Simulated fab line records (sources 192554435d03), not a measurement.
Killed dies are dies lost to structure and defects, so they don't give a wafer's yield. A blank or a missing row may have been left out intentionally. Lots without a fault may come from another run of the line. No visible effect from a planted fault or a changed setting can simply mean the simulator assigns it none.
fab line records | flow n5Finfet
record: lots: 4 wafers: 12 lastDay: 18
route steps=1938 shown BEOL_M3@1003 BEOL_M4@1021 PASSIVATION@1936
lots with no fault: from the same line, run without faults
startH: hours from the record's first day to the start of the lot's first wafer shown | waitH: time in hours since the lot's previous step | " the same as in the row above | L1.1+2: a row that stands for several wafers | - no value, or no start was given | * or withheld: withheld | < > ~ a bound
route shown NAME@n: a module of which the file shows steps, and the number in the route of the first | usual: average and standard deviation across the fault-free wafers | same: alike in all rows | chamber/n: place in a boat | sites: each site's reading | _std_site: their standard deviation | _edge_site: mean of outer sites minus mean of inner sites | radiusMm: how far each site lies from the wafer's centre | mask NAME#n: copy n | behind: the most recent tool/chamber to have shaped the wafer | hold: the reason the lot was held/the length of the hold in hours/how it ended | device: names the non-switching transistor (n, p or np) | end of line: tests of these same wafers at the route's end | a step without rows: its recipe alone | killed: dies that structure and defects cost at the first sort, which is not the same as the wafer's yield | map: shows each die of a wafer: x if killed, . if not, _ if none is there
set.NAME: the setting the step ran with; set.NAME@STEP: the setting that earlier step ran with | model.NAME: the simulator's own value behind a step, which no gauge read
certain route steps with their lots: each step a table, each wafer a row
services: a tool's chamber out of use, with start hour (startH, from the record's first day; less than 0 if before it), hours out, and reason
== steps ==
step: N5_BEOL_M3_ANNEAL_89
recipe: tempC: 400 timeS: 240 ambient: vacuum
step: N5_BEOL_M3_SPUTTER_90
recipe: material: Cu targetThkA: 45 tempC: -20 chamberPressurePa: 0.07 powerW: withheld timeS: 8.29
step: N5_BEOL_M3_ANNEAL_91
recipe: tempC: 400 timeS: 240 ambient: vacuum
step: N5_BEOL_M3_SPUTTER_92
recipe: material: Cu targetThkA: 45 tempC: -20 chamberPressurePa: 0.07 powerW: withheld timeS: 8.29
step: N5_BEOL_M3_ANNEAL_93
recipe: tempC: 400 timeS: 240 ambient: vacuum
step: N5_BEOL_M3_SPUTTER_94
recipe: material: Cu targetThkA: 45 tempC: -20 chamberPressurePa: 0.07 powerW: withheld timeS: 8.29
step: N5_BEOL_M3_ANNEAL_95
recipe: tempC: 400 timeS: 240 ambient: vacuum
step: N5_BEOL_M3_SPUTTER_96
recipe: material: Cu targetThkA: 45 tempC: -20 chamberPressurePa: 0.07 powerW: withheld timeS: 8.29
step: N5_BEOL_M3_ECD_50
recipe: material: Cu targetThkA: 3000
step: N5_BEOL_M3_ANNEAL_51
recipe: tempC: 225 timeS: 90 ambient: N2
step: N5_BEOL_M3_CMP_52
recipe: stopOn: SiOC tOverpolishS: 6.8 downForcePsi: 1 platenRpm: 50 clearingPlatenDownForcePsi: 1.5 clearingPlatenRpm: 50 postCmpClean: cuAlkaline targetThkNm: 40 clearingPlatenPadVelocityMS: 0.99484 padVelocityMS: 0.99484
step: N5_BEOL_M3_PRE_CLEAN_60
recipe: gas: NH3/H2 timeS: 15 tempC: * rfPowerW: 300
usual: heaterPowerW: 100/27
same: timeS: 15
columns lot.wafer tool chamber startH waitH heaterPowerW
L978.2 cvdCo-01 0 190.64 0.0 78
L978.5 " 0 " " 78
L978.6 " 1 " " 155
L977.1 cvdCo-01 2 191.34 0.0 88
L977.4 " 1 " " 148
L977.5 " 0 " " 76
L989.2 cvdCo-01 0 254.54 0.0 78
L989.3 " 1 " " 152
L989.6 " 0 " " 76
L993.1 cvdCo-01 1 288.95 0.2 149
L993.3 " 2 " " 87
L993.5 " 2 " " 88
step: N5_BEOL_M3_CO_CAP_55
recipe: material: Co targetThkA: 20 tempC: 200 precursor: CCTBA/H2 pressureTorr: 30 timeS: 102.1
step: N5_BEOL_M3_PRE_CLEAN_56
recipe: gas: NH3 timeS: 15 tempC: withheld rfPowerW: 300
step: N5_BEOL_M3_DEP_57
recipe: material: SiCN targetThkA: 80 tempC: withheld precursor: 3MS/NH3 pressureTorr: 3 rfW: 202 timeS: 14
step: N5_BEOL_M3_INSPECT_59
recipe: inspectInstrument: darkfield mode: postDep
usual: rawDefectCount: 68/24
columns lot.wafer tool chamber startH waitH rawDefectCount
L978.2 defectInspect-02 - 190.90 0.0 530
L978.5 " - " " 535
L978.6 " - " " 64
L977.1 defectInspect-02 - 191.60 0.0 82
L977.4 " - " " 182
L977.5 " - " " 566
L989.2 defectInspect-02 - 254.82 0.0 61
L989.3 " - " " 55
L989.6 " - " " 63
L993.1 defectInspect-01 - 289.20 0.0 46
L993.3 " - " " 61
L993.5 " - " " 76
step: N5_BEOL_M4_ILD_DEP_00
recipe: material: SiOC targetThkA: 790 tempC: 350 precursor: DEMS/O2 pressureTorr: 5 rfW: 500 timeS: 15.3
step: N5_BEOL_M4_PECVD_72
recipe: material: SiO2 targetThkA: 160 tempC: 400 precursor: TEOS/O2 pressureTorr: 5.5 rfW: 450 teosFlowSccm: 53.8 gas: O2 flowSccm: 3000 timeS: 18
step: N5_BEOL_M4_HM_DEP_02
recipe: material: TiN targetThkA: 200 tempC: 25 chamberPressurePa: 0.49996
step: N5_BEOL_M4_COAT_61
recipe: resist: SOC tempC: 250 timeS: 60 spinRpm: 1500 resistThkNm: 60
step: N5_BEOL_M4_COAT_62
recipe: resist: SiARC tempC: 220 timeS: 60 spinRpm: 1500 resistThkNm: 12
step: N5_BEOL_M4_COAT_73
recipe: resist: underlayer tempC: 205 timeS: 60 spinRpm: 1500 resistThkNm: 5
step: N5_BEOL_M4_COAT_05
recipe: resist: CAR-EUV spinRpm: 1500 resistThkNm: 30
step: N5_BEOL_M4_EBR_07
recipe: solvent: PGMEA ebrWidthMm: 1.5
step: N5_BEOL_M4_SOFTBAKE_06
recipe: tempC: 110 timeS: 60 resist: CAR-EUV
step: N5_BEOL_M4_EXPOSE_08
recipe: maskId: M4 na: 0.33 sourceShape: dipole sigmaInner: 0.369 sigmaOuter: 0.767 polarization: unpolarized doseMj: 41.25
step: N5_BEOL_M4_PEB_09
recipe: pebTempC: 100 pebTimeS: 60 resist: CAR-EUV
step: N5_BEOL_M4_DEVELOP_10
recipe: developTimeS: 30 developer: TMAH resist: CAR-EUV rinseLiquid: surfactantRinse dry: airSpin devTempC: 23
step: N5_BEOL_M4_INSPECT_13
recipe: mode: adi inspectInstrument: brightfield
usual: rawDefectCount: 414/90
columns lot.wafer tool chamber startH waitH rawDefectCount
L978.2 defectInspect-02 - 191.97 0.0 909
L978.5 " - " " 771
L978.6 " - " " 419
L977.1 defectInspect-01 - 192.60 0.1 557
L977.4 " - " " 624
L977.5 " - " " 868
L989.2 defectInspect-01 - 255.52 0.0 365
L989.3 " - " " 406
L989.6 " - " " 407
L993.1 defectInspect-02 - 291.54 0.1 326
L993.3 " - " " 706
L993.5 " - " " 454
step: N5_BEOL_M4_DESCUM_16
recipe: chemistry: O2 timeS: 7 sourcePowerW: 50 biasPowerW: 20 pressureMtorr: 20 rfFrequencyHz: 2.712e+07 tempC: 40 resist: CAR-EUV o2FlowSccm: 225
step: N5_BEOL_M4_ETCH_74
recipe: chemistry: N2/H2 target: underlayer targetDepthA: 65 maskMaterial: CAR-EUV timeS: 5.2 ionEnergyEv: 200 pressureMtorr: 30 sourceW: 840 biasW: 150 n2FlowSccm: 200 h2FlowSccm: 200 ends: cleared
step: N5_BEOL_M4_ETCH_63
recipe: chemistry: CF4 target: SiARC targetDepthA: 156 maskMaterial: CAR-EUV timeS: 26 ionEnergyEv: 80 pressureMtorr: 40 sourceW: 545 biasW: 36 Ar_flow_sccm: 100 cf4FlowSccm: 100 ends: cleared
step: N5_BEOL_M4_ETCH_64
recipe: chemistry: N2/H2 target: SOC targetDepthA: 750 overetchA: 225 maskMaterial: SiARC tempC: 40 timeS: 121.9 ionEnergyEv: 200 pressureMtorr: 30 sourceW: 840 biasW: 150 n2FlowSccm: 200 h2FlowSccm: 200
step: N5_BEOL_M4_STRIP_65
recipe: chemistry: N2/H2 tempC: 40 n2FlowSccm: 200 h2FlowSccm: 200 rfFrequencyHz: 6e+07
step: N5_BEOL_M4_STRIP_75
recipe: chemistry: N2/H2 tempC: 40 n2FlowSccm: 200 h2FlowSccm: 200 rfFrequencyHz: 6e+07
step: N5_BEOL_M4_STRIP_66
recipe: chemistry: CF4 resist: SiARC powerW: 300 biasPowerW: 75 pressureMtorr: 50 cf4FlowSccm: 150 rfFrequencyHz: 6e+07
step: N5_BEOL_M4_HM_OPEN_17
recipe: chemistry: Cl2/BCl3 targetDepthA: 200 overetchA: 60 target: TiN maskMaterial: SOC ionEnergyEv: 150 pressureMtorr: 10 icpW: 1000 biasW: 126 Cl2_flow_sccm: 53.25 bcl3FlowSccm: 21.75 Ar_flow_sccm: 25
step: N5_BEOL_M4_INSPECT_30
recipe: mode: adi inspectInstrument: brightfield
usual: rawDefectCount: 409/97
columns lot.wafer tool chamber startH waitH rawDefectCount
L978.2 defectInspect-01 - 193.11 0.0 850
L978.5 " - " " 767
L978.6 " - " " 389
L977.1 defectInspect-01 - 193.47 0.1 528
L977.4 " - " " 663
L977.5 " - " " 881
L989.2 defectInspect-02 - 256.49 0.0 426
L989.3 " - " " 413
L989.6 " - " " 462
L993.1 defectInspect-02 - 292.42 0.1 315
L993.3 " - " " 705
L993.5 " - " " 446
step: N5_BEOL_M4_RC_MEAS_101
usual: DIBL_N: 36.4/1.4 DIBL_P: 36.3/1.8 IOFF_N: 0.163/0.024 IOFF_P: 0.21/0.034 ION_N: 673/11 ION_P: 461/7.4 SS_N: 71.6/0.52 SS_P: 73.3/0.58 VT_N: 249.4/2.5 VT_P: -250/3.5
columns lot.wafer tool chamber startH waitH DIBL_N[mV/V] DIBL_P[mV/V] IOFF_N[nA/um] IOFF_P[nA/um] ION_N[uA/um] ION_P[uA/um] SS_N[mV/dec] SS_P[mV/dec] VT_N[mV] VT_P[mV]
L978.2 prober-01 0 199.24 0.2 37.7 37.1 0.166 0.25 669 464 71.9 73.7 249.5 -245
L978.5 " 0 " " 38.9 37.6 0.185 0.28 674 470 72.0 73.3 250.3 -243
L978.6 " 0 " " 35.7 33.9 0.130 0.19 660 456 71.1 72.2 253.4 -252
L977.1 prober-01 0 201.62 0.0 35.6 36.3 0.159 0.20 674 457 71.3 73.8 251.1 -252
L977.4 " 0 " " 35.8 36.3 0.154 0.20 663 457 71.4 73.7 251.2 -252
L977.5 " 0 " " 36.3 37.0 0.165 0.22 664 455 72.2 73.6 251.1 -251
L989.2 prober-01 0 266.76 0.2 35.9 36.8 0.161 0.21 685 467 71.5 73.3 248.3 -249
L989.3 " 0 " " 35.8 36.6 0.169 0.20 693 466 70.8 72.5 246.7 -248
L989.6 " 0 " " 35.4 35.5 0.153 0.19 673 458 70.7 72.3 248.1 -251
L993.1 prober-02 0 303.08 0.0 36.6 37.1 0.174 0.23 684 471 71.2 73.2 246.6 -247
L993.3 " 0 " " 34.5 33.6 0.128 0.18 667 461 70.7 71.8 250.9 -250
L993.5 " 0 " " 37.4 37.7 0.185 0.24 687 471 71.4 72.7 246.8 -248
step: N5_PASSIVATION_PROBE_49
usual: defectLimitedYield: 91.4/1.6 killed_at_M0_to_M3: 34/12 killed_at_M4_up: 13/5.2 killedAtContacts: 11/5.5 killedAtFrontEnd: 40/13 killedAtOther: 3.4/2.7 killedDies: 102/19 killedOpen: 66/15 killedShort: 33/7.9 sort_bin_5_function: 5.1/1.1 sort_bin_6_memory: 3.2/0.7 sortNPass: 1078/19 sortYieldPct: 91.4/1.6
same: grossDies: 1180 killedAtBackSide: 0 sort_bin_4_leakage[%]: 0 sort_bin_8_speed[%]: 0
columns lot.wafer tool chamber startH waitH defectLimitedYield[%] killed_at_M0_to_M3 killed_at_M4_up killedAtContacts killedAtFrontEnd killedAtOther killedDies killedOpen killedShort sort_bin_5_function[%] sort_bin_6_memory[%] sortNPass sortYieldPct[%]
L977.5 prober-01 - 302.53 0.2 83.7 137 11 5 38 1 192 52 22 10.8 3.1 988 83.7
L978.2 prober-01 - 310.83 0.1 79.2 165 15 5 57 4 246 98 35 13.1 5.3 934 79.2
L978.5 prober-01 - 310.98 0.2 83.3 143 13 5 35 1 197 52 28 11.4 3.3 983 83.3
killed by level:class
L977.5 BEOL_M3:unspecified=117 STI_FIN_REVEAL:geometricParticle:open=11 FIN_SAQP:geometricParticle:open=6 MOL_CONTACT_COAG:geometricParticle:open=5 BEOL_M0_SAQP:geometricParticle:open=5 BEOL_M3:geometricParticle:open=5 BEOL_M4:geometricParticle:open=5 GATE_CUT:geometricParticle:short=4
L978.2 BEOL_M3:unspecified=113 BEOL_M0_SAQP:geometricParticle:open=22 FIN_SAQP:geometricParticle:open=15 FIN_SAQP:geometricParticle:short=11 BEOL_M4:geometricParticle:open=11 BEOL_M0_SAQP:geometricParticle:short=9 DUMMY_GATE:geometricParticle:open=7 STI_FIN_REVEAL:geometricParticle:open=6
L978.5 BEOL_M3:unspecified=117 BEOL_M4:geometricParticle:open=11 FIN_SAQP:geometricParticle:open=9 FIN_SAQP:geometricParticle:short=7 BEOL_M3:geometricParticle:open=7 STARTING-WAFER:geometricParticle:short=6 STI_FIN_REVEAL:geometricParticle:open=4 MOL_CONTACT_COAG:geometricParticle:open=4
map L977.5 (x killed, . not)
_________________x...........________________
______________..............x..._____________
___________....x.x...x.x...........__________
__________..........x..............._________
________.............................._______
_______..x......x.................x....______
______................................x._____
_____....................................____
____.............................x...x..x.___
___.........x...x..........................__
___....................xx...............x..__
__.....x..x..x..x.........x...x.........x..._
__x.x........xx...x....................x...._
_........x..........................x....x...
_........................x...................
_..........x......x.............x............
_..............x..........................x..
_............................................
_.......x...........x...x....................
_.x.........x......x...x..................x..
_.................xx...............x.........
__x.......x.x...xx.x.............x.........._
__........x.xxxx.xxx...x.....x....xx........_
___........xxxx.xxx........................__
___.......xxxxxxxxxx.x...x.................__
____x...xxxxxxxxxxxxx.....................___
_____..x..xxxxxxxxxxx.x....xxx...........____
______.x.xxxxxxxxxxxx.xx....x...x......._____
_______.x.xxxxxxxxxxx.x..............x.______
________.xxxxxxxxxxxx.x..........x...._______
__________.xxxxxxxxxx....x.....x.x.._________
___________xxxxxx.x...x.....x.x....__________
______________...xx..x.........._____________
_________________x...........________________
map L978.2 (x killed, . not)
_________________......x.....________________
______________.x....x..x........_____________
___________.........x..............__________
__________......x.....xx....x.x....._________
________....................x........._______
_______.....xx.............x.x.........______
______..................x.....x........._____
_____..........x................x..x.....____
____........x..x............xx...x...x....___
___..x......x....x....x....x........xx.x...__
___.......x............................x...__
__x.x........x.......x...................x.._
__......x....x..x..x.............x.........._
_...............x.....xx...x........x.....x.x
_.....x..................x.x..x.x...........x
_x..x.....x..............x...xx....x.........
_...x.x.x.x..................x.x.x...........
_........x...........xx..x.x.................
_x.....x.........................x.......x.x.
_...x.....x.....x......x...x...............x.
_x...........................................
__....x...x.xxxxx........................x.x_
__....x....x.xx.xxxxx.x.x...x..x........x..._
___....x...xxxxxxx.xx.x....x...........x...__
___........xxxxxxxxxx.............x....x...__
____......xxxxxxxxxx..x.............x...xx___
_____...x.xxxxxxxxxxxxx...........x......____
______..xxxxxxxxxxxxxx.................x_____
_______.xxxxxxxxxxxxxxx...x.x..x.x.....______
________x.xxxxxxxxxxxx......x........._______
__________xxxxxxxxxx..xxx..........._________
___________.xxxxxxx.......x.x......__________
______________x.x....x......xx.._____________
_________________x....x...x.x________________
== services ==
columns tool chamber startH hours kind
cvdCo-01 - 206.43 0.5 repair
== key ==
firstSign: step: N5_BEOL_M3_INSPECT_59 reading: rawDefectCount direction: up sigmas: 20 usual: 68 struck: 544
effect: step: N5_BEOL_M4_INSPECT_13 reading: rawDefectCount direction: up sigmas: 4.8 usual: 414 struck: 849
effect: step: N5_BEOL_M4_INSPECT_30 reading: rawDefectCount direction: up sigmas: 4.4 usual: 409 struck: 833
effect: step: N5_PASSIVATION_PROBE_49 reading: killed_at_M0_to_M3 direction: up sigmas: 9.6 usual: 34 struck: 148
moreKillsBornAt: N5_BEOL_M3_PRE_CLEAN_60@cvdCo-01: 347
metAt N5_BEOL_M3_PRE_CLEAN_60
struckWafers L977.5,L978.2,L978.5
fault: kind: chamberParticleSource tool: cvdCo-01 chamber: 0 onsetH: 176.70 steps: N5_BEOL_M3_PRE_CLEAN_60 ratePerVisitCm2: 0.71778 endH: 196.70
